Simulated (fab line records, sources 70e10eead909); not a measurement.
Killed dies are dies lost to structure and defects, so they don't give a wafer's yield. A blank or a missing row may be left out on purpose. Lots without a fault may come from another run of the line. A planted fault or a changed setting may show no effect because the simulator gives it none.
Which tool did it? | flow nand_harc | 12 lots, 35 wafers sampled, at 5 steps of a route of 1302

WHAT THE GAUGES READ, wafer by wafer
NHARC_END_SORT_01. Usual: killed_at_array 58, standard deviation 20; killed_at_other 1.0, standard deviation 1.2; killed_at_periphery 4.1, standard deviation 3; killed_dies 63, standard deviation 20; killed_open 3.2, standard deviation 1.7; killed_short 2.5, standard deviation 1.5.
lot  | measured     | on        | killed_at_array | killed_at_other | killed_at_periphery | killed_dies | killed_open | killed_short | flag
L274 | day 28 10:50 | prober-01 | 653 59 65       | 2 3 1           | 6 10 7              | 661 72 73   | 2 5 6       | 4 1 1        | OFF
L276 | day 28 11:41 | prober-02 | 35 657 41       | 0 0 1           | 11 8 10             | 46 665 52   | 5 1 7       | 2 4 4        | OFF
L277 | day 29 17:09 | prober-02 | 27 654          | 2 1             | 13 13               | 42 668      | 1 4         | 2 2          | OFF

WHICH TOOL RAN EACH LOT (tool, then ch and the chambers of the sampled wafers, then the start)
lot  | NHARC_A_STAIRCASE_STRIP_175          | NHARC_A_STAIRCASE_TRIM_193                    | NHARC_A_STAIRCASE_ETCH_194         | NHARC_A_STAIRCASE_TRIM_196
L267 | plasma_asher-01 ch 0,1, day 16 13:28 | rie_diel-06 ch 2,3, day 16 15:50 or earlier   | rie_diel-06 ch 2,3, day 16 15:50   | rie_diel-07 ch 0,1,3, day 16 16:05
L274 | plasma_asher-02 ch 0,1, day 20 01:36 | rie_diel-06 ch 0,1,3, day 20 04:12 or earlier | rie_diel-06 ch 0,1,3, day 20 04:12 | rie_diel-06 ch 0,1,3, day 20 04:23
L276 | plasma_asher-02 ch 0,1, day 20 06:44 | rie_diel-06 ch 0,1, day 20 10:12 or earlier   | rie_diel-06 ch 0,1, day 20 10:12   | rie_diel-08 ch 0,1, day 20 10:23
L277 | plasma_asher-02 ch 0,1, day 20 21:26 | rie_diel-06 ch 0, day 21 00:17 or earlier     | rie_diel-06 ch 1,3, day 21 00:17   | rie_diel-07 ch 2,3, day 21 00:29
L279 | plasma_asher-02 ch 0,1, day 21 17:23 | rie_diel-08 ch 0,1,2, day 21 19:50 or earlier | rie_diel-08 ch 0,2,3, day 21 19:50 | rie_diel-08 ch 1,2,3, day 21 20:00
L278 | plasma_asher-01 ch 0,1, day 21 17:35 | rie_diel-07 ch 0,3, day 21 20:01 or earlier   | rie_diel-07 ch 0,1, day 21 20:01   | rie_diel-06 ch 1,2,3, day 21 20:16
L280 | plasma_asher-01 ch 0,1, day 22 09:42 | rie_diel-08 ch 0,2,3, day 22 12:19 or earlier | rie_diel-08 ch 2,3, day 22 12:19   | rie_diel-07 ch 0,1,3, day 22 12:31
L282 | plasma_asher-01 ch 0, day 23 09:17   | rie_diel-07 ch 0,2, day 23 11:44 or earlier   | rie_diel-07 ch 1,2,3, day 23 11:44 | rie_diel-07 ch 0,1, day 23 11:55
L285 | plasma_asher-02 ch 0,1, day 24 09:53 | rie_diel-07 ch 0,2,3, day 24 12:17 or earlier | rie_diel-07 ch 0,1,2, day 24 12:17 | rie_diel-07 ch 0,1,2, day 24 12:28
L284 | plasma_asher-02 ch 0,1, day 24 10:07 | rie_diel-06 ch 0,1,3, day 24 12:35 or earlier | rie_diel-06 ch 0,1,3, day 24 12:35 | rie_diel-06 ch 0,2,3, day 24 12:47
L286 | plasma_asher-01 ch 0, day 24 21:32   | rie_diel-07 ch 2,3, day 25 00:21 or earlier   | rie_diel-07 ch 0,3, day 25 00:21   | rie_diel-07 ch 0,2,3, day 25 00:32
L287 | plasma_asher-01 ch 0,1, day 25 06:01 | rie_diel-06 ch 0,3, day 25 11:15 or earlier   | rie_diel-06 ch 1,2,3, day 25 11:15 | rie_diel-08 ch 1,2,3, day 25 11:26
- NHARC_A_STAIRCASE_STRIP_175: strips in O2.
- NHARC_A_STAIRCASE_TRIM_193: chemistry O2, time 211.2 s.
- NHARC_A_STAIRCASE_ETCH_194: etches the open film in C4F8/O2, target depth 100 nm, time 40.5 s.
- NHARC_A_STAIRCASE_TRIM_196: chemistry O2, time 211.2 s.

WHAT THE TOOLS THEMSELVES READ (means of the sampled wafers that have a number; where no wafer has one, the mark that the record gives instead)
NHARC_A_STAIRCASE_STRIP_175. Usual: drypump_motor_current_A 5.8 A, standard deviation 0.45; heater_power_w 325 W, standard deviation 23; temp_c 250.00 C, standard deviation 0.14.
lot  | tool            | drypump_motor_current_A (A) | heater_power_w (W) | temp_c (C) | flag
L267 | plasma_asher-01 | 5.4                         | 311                | 249.98     |
L274 | plasma_asher-02 | 6.2                         | 345                | 250.05     |
L276 | plasma_asher-02 | 6.2                         | 332                | 249.98     |
L277 | plasma_asher-02 | 6.2                         | 340                | 250.02     |
L279 | plasma_asher-02 | 6.2                         | 350                | 249.93     |
L278 | plasma_asher-01 | 5.4                         | 315                | 250.03     |
L280 | plasma_asher-01 | 5.4                         | 314                | 250.17     |
L282 | plasma_asher-01 | 5.6                         | 300                | 249.99     |
L285 | plasma_asher-02 | 6.2                         | 336                | 250.06     |
L284 | plasma_asher-02 | 6.2                         | 348                | 250.11     |
L286 | plasma_asher-01 | 5.6                         | 301                | 250.05     |
L287 | plasma_asher-01 | 5.4                         | 305                | 249.90     |

NHARC_A_STAIRCASE_TRIM_193. Usual: drypump_motor_current_A 5.7 A, standard deviation 0.46; o2_flow_sccm 500.1 sccm, standard deviation 1.6; oes_product_au 0.996 a.u., standard deviation 0.01; rf_vpp_V 57.8 V, standard deviation 0.83; showerhead_plenum_p_Torr 3.55 Torr, standard deviation 0.11; throttle_valve_pct 17.036 %, standard deviation 0.0086.
lot  | tool        | drypump_motor_current_A (A) | o2_flow_sccm (sccm) | oes_product_au (a.u.) | rf_vpp_V (V) | showerhead_plenum_p_Torr (Torr) | throttle_valve_pct (%) | flag
L267 | rie_diel-06 | 6.1                         | 501.8               | 1.006                 | 57.9         | 3.48                            | 17.032                 |
L274 | rie_diel-06 | 5.7                         | 500.3               | 1.000                 | 57.6         | 3.56                            | 17.036                 |
L276 | rie_diel-06 | 5.6                         | 501.5               | 0.990                 | 58.0         | 3.63                            | 17.043                 |
L277 | rie_diel-06 | 5.5                         | 499.9               | 1.004                 | 57.2         | 3.71                            | 17.035                 |
L279 | rie_diel-08 | 5.5                         | 497.9               | 1.010                 | 57.8         | 3.52                            | 17.040                 |
L278 | rie_diel-07 | 5.9                         | 500.9               | 0.993                 | 57.4         | 3.63                            | 17.038                 |
L280 | rie_diel-08 | 5.4                         | 498.7               | 1.005                 | 57.8         | 3.43                            | 17.041                 |
L282 | rie_diel-07 | 5.8                         | 499.7               | 1.000                 | 58.1         | 3.68                            | 17.035                 |
L285 | rie_diel-07 | 5.6                         | 500.6               | 0.992                 | 58.8         | 3.59                            | 17.031                 |
L284 | rie_diel-06 | 5.7                         | 499.8               | 0.998                 | 57.6         | 3.54                            | 17.029                 |
L286 | rie_diel-07 | 5.3                         | 499.6               | 1.000                 | 57.8         | 3.56                            | 17.033                 |
L287 | rie_diel-06 | 5.8                         | 499.5               | 1.001                 | 57.6         | 3.54                            | 17.045                 |

NHARC_A_STAIRCASE_ETCH_194. Usual: oes_product_au 0.938 a.u., standard deviation 0.012; rf_fwd_power_W 591 W, standard deviation 3.5; rf_vpp_V 896 V, standard deviation 4.2.
lot  | tool        | oes_product_au (a.u.) | rf_fwd_power_W (W) | rf_vpp_V (V) | flag
L267 | rie_diel-06 | 0.930                 | 590                | 893          |
L274 | rie_diel-06 | 0.885                 | 591                | 896          | OFF
L276 | rie_diel-06 | 0.880                 | 591                | 900          | OFF
L277 | rie_diel-06 | 0.860                 | 588                | 894          | OFF
L279 | rie_diel-08 | 0.945                 | 592                | 892          |
L278 | rie_diel-07 | 0.938                 | 594                | 900          |
L280 | rie_diel-08 | 0.942                 | 594                | 890          |
L282 | rie_diel-07 | 0.947                 | 593                | 897          |
L285 | rie_diel-07 | 0.932                 | 595                | 900          |
L284 | rie_diel-06 | 0.951                 | 589                | 897          |
L286 | rie_diel-07 | 0.944                 | 595                | 899          |
L287 | rie_diel-06 | 0.956                 | 590                | 893          |

NHARC_A_STAIRCASE_TRIM_196. Usual: drypump_motor_current_A 5.6 A, standard deviation 0.45; o2_flow_sccm 500.0 sccm, standard deviation 1.5; oes_product_au 0.995 a.u., standard deviation 0.011; rf_vpp_V 57.8 V, standard deviation 0.93; showerhead_plenum_p_Torr 3.55 Torr, standard deviation 0.11; throttle_valve_pct 17.038 %, standard deviation 0.0093.
lot  | tool        | drypump_motor_current_A (A) | o2_flow_sccm (sccm) | oes_product_au (a.u.) | rf_vpp_V (V) | showerhead_plenum_p_Torr (Torr) | throttle_valve_pct (%) | flag
L267 | rie_diel-07 | 5.5                         | 499.5               | 0.994                 | 57.6         | 3.61                            | 17.042                 |
L274 | rie_diel-06 | 5.7                         | 501.1               | 0.992                 | 57.9         | 3.56                            | 17.042                 |
L276 | rie_diel-08 | 5.4                         | 500.7               | 1.002                 | 57.4         | 3.54                            | 17.044                 |
L277 | rie_diel-07 | 5.2                         | 499.9               | 0.996                 | 56.4         | 3.56                            | 17.037                 |
L279 | rie_diel-08 | 5.5                         | 499.2               | 1.010                 | 56.9         | 3.45                            | 17.033                 |
L278 | rie_diel-06 | 6.1                         | 498.2               | 0.999                 | 57.1         | 3.47                            | 17.044                 |
L280 | rie_diel-07 | 5.5                         | 500.8               | 0.988                 | 58.0         | 3.59                            | 17.040                 |
L282 | rie_diel-07 | 5.8                         | 500.3               | 0.989                 | 58.3         | 3.67                            | 17.035                 |
L285 | rie_diel-07 | 5.5                         | 500.7               | 0.998                 | 57.1         | 3.64                            | 17.040                 |
L284 | rie_diel-06 | 6.0                         | 499.2               | 0.991                 | 58.3         | 3.53                            | 17.040                 |
L286 | rie_diel-07 | 5.6                         | 499.7               | 0.994                 | 58.6         | 3.59                            | 17.028                 |
L287 | rie_diel-08 | 5.6                         | 500.3               | 1.006                 | 57.6         | 3.44                            | 17.039                 |

THE ANSWER, worked out from the rows above alone
Rule: a lot is off if the mean of its wafers that have a number lies more than 3 standard deviations from the usual mean. A lot without any number at a reading at which 4 lots or more have one is off too. The other lots that the step has rows for count as sound. The gauges are gone through in route order, then the tools' own readings, and for those a lot's mean is taken as printed above. The first step at which some lot is off is used, and at that step the reading that is off furthest; a lot without a number counts as furthest.
Off: L274, L276, L277, at NHARC_END_SORT_01 (killed_dies). Neither off nor sound, because the step has no rows for them: L267, L279, L278, L280, L282, L285, L284, L286, L287.
A tool fits if, at a process step before that reading, it ran every lot that is off, and no sound lot after the first of them. The gauges at NHARC_END_SORT_01 aren't tried: what is off there is off at NHARC_A_STAIRCASE_ETCH_194 too, on other tools, and a gauge's error can't cause that. NHARC_A_STAIRCASE_TRIM_193 gives no start for some lots, so the hours and the order of its lots are those of NHARC_A_STAIRCASE_ETCH_194. Can't be told from this: 2 tools fit, plasma_asher-02 at NHARC_A_STAIRCASE_STRIP_175, rie_diel-06 at NHARC_A_STAIRCASE_TRIM_193 and NHARC_A_STAIRCASE_ETCH_194.

WHAT THE SIMULATOR HAD PUT IN
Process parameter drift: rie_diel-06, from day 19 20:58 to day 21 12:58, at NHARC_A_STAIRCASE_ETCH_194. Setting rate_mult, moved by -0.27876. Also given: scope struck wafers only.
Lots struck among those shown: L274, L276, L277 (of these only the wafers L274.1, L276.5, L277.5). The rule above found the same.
